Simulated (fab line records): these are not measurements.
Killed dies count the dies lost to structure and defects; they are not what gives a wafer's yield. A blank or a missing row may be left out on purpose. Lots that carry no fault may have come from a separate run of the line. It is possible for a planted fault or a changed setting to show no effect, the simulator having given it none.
Split-lot trial | flow n5Finfet | on a route of 1938 steps: 7 lots, 39 wafers read

== THE SPLIT ==
At N5_WELL_APT_IMPLANT_15, the setting energyKev was moved away from the recipe's 25 on 6 of the 39 wafers read, by -10.5% to +10.4%. The other wafers ran this setting at the recipe's value.

The reading is taken at the split's own step.

== THE READING ==
In nm, at N5_WELL_APT_IMPLANT_15: implant.drpNm, which is the simulator's own figure and was read by no gauge. There is no usual value for it anywhere in the file.

wafer  | tool, chamber at the split | energyKev as run | against the recipe | implant.drpNm, nm | against lot-mates on the recipe
L082.1 | implanter-02, 0            | 22.38            | -10.5%             | 7.823             | -0.634
L082.4 | implanter-02, 0            | 22.38            | -10.5%             | 7.823             | -0.634
L082.6 | implanter-02, 0            | 22.38            | -10.5%             | 7.823             | -0.634
L082.2 | implanter-02, 0            | 25               | recipe             | 8.457             | -
L082.3 | implanter-02, 0            | 25               | recipe             | 8.457             | -
L082.5 | implanter-02, 0            | 25               | recipe             | 8.457             | -
L083.1 | implanter-01, 0            | 25               | recipe             | 8.457             | -
L083.2 | implanter-01, 0            | 25               | recipe             | 8.457             | -
L083.3 | implanter-01, 0            | 25               | recipe             | 8.457             | -
L083.4 | implanter-01, 0            | 25               | recipe             | 8.457             | -
L083.5 | implanter-01, 0            | 25               | recipe             | 8.457             | -
L083.6 | implanter-01, 0            | 25               | recipe             | 8.457             | -
L086.1 | implanter-01, 0            | 25               | recipe             | 8.457             | -
L086.2 | implanter-01, 0            | 25               | recipe             | 8.457             | -
L086.3 | implanter-01, 0            | 25               | recipe             | 8.457             | -
L086.4 | implanter-01, 0            | 25               | recipe             | 8.457             | -
L086.5 | implanter-01, 0            | 25               | recipe             | 8.457             | -
L086.6 | implanter-01, 0            | 25               | recipe             | 8.457             | -
L091.1 | implanter-02, 0            | 25               | recipe             | 8.457             | -
L091.2 | implanter-02, 0            | 25               | recipe             | 8.457             | -
L091.3 | implanter-02, 0            | 25               | recipe             | 8.457             | -
L091.4 | implanter-02, 0            | 25               | recipe             | 8.457             | -
L091.5 | implanter-02, 0            | 25               | recipe             | 8.457             | -
L091.6 | implanter-02, 0            | 25               | recipe             | 8.457             | -
L093.1 | implanter-01, 0            | 25               | recipe             | 8.457             | -
L093.2 | implanter-01, 0            | 25               | recipe             | 8.457             | -
L093.3 | implanter-01, 0            | 25               | recipe             | 8.457             | -
L093.4 | implanter-01, 0            | 25               | recipe             | 8.457             | -
L093.5 | implanter-01, 0            | 25               | recipe             | 8.457             | -
L093.6 | implanter-01, 0            | 25               | recipe             | 8.457             | -
L094.1 | implanter-02, 0            | 27.59            | +10.4%             | 9.074             | +0.617
L094.2 | implanter-02, 0            | 27.59            | +10.4%             | 9.074             | +0.617
L094.3 | implanter-02, 0            | 27.59            | +10.4%             | 9.074             | +0.617
L094.4 | implanter-02, 0            | 25               | recipe             | 8.457             | -
L094.5 | implanter-02, 0            | 25               | recipe             | 8.457             | -
L094.6 | implanter-02, 0            | 25               | recipe             | 8.457             | -
L097.1 | implanter-01, 0            | 25               | recipe             | 8.457             | -
L097.4 | implanter-01, 0            | 25               | recipe             | 8.457             | -
L097.6 | implanter-01, 0            | 25               | recipe             | 8.457             | -

THE FIT
A straight line over all 39 wafers: implant.drpNm changes by +0.06 nm for each +1% of energyKev; r = +1.00; the points scatter about the line by 0.0018 nm.
The same after taking each lot's own level away (the mean of its wafers on the recipe; 39 wafers): +0.06 nm for each +1%; r = +1.00; scatter 0.0018 nm.
That fit puts the effect of the largest move of energyKev on the reading at 0.63 nm.
The lots' own levels span 8.4570 to 8.4570 nm.
Consequently the slope shifts little with the lot-to-lot level, the two slopes agreeing.
Check: for one of the wafers moved furthest among these (-10.5%), held out of the fit, the line's prediction against its lot-mates is -0.629 nm. Against them it came out at -0.634 nm.

== THESE WAFERS: OTHER SPLITS ==
Before the reading, these wafers also passed through other splits. Each is held against what the fit with the lots' levels taken away leaves over:
other split on the same wafers    | wafers away from the commonest value | r with implant.drpNm (lot level and that fit taken away)
N5_ZERO_LAYER_PECVD_02 targetThkA | 12                                   | -0.16

== THE WHOLE CHAIN: every reading that the file lists as answering this split, in the file's order ==
step                   | what it does | reading                                                        | change (the file's fit)              | r (the file's)
N5_WELL_APT_IMPLANT_15 |              | implant.rpNm (the simulator's own value, which no gauge read)  | +0.14 nm for each +1% of the setting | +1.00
N5_WELL_APT_IMPLANT_15 |              | implant.drpNm (the simulator's own value, which no gauge read) | +0.06 nm for each +1% of the setting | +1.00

== THE FILE'S OWN FIT ==
implant.drpNm changes by +0.06 nm for each +1% of energyKev, r = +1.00.
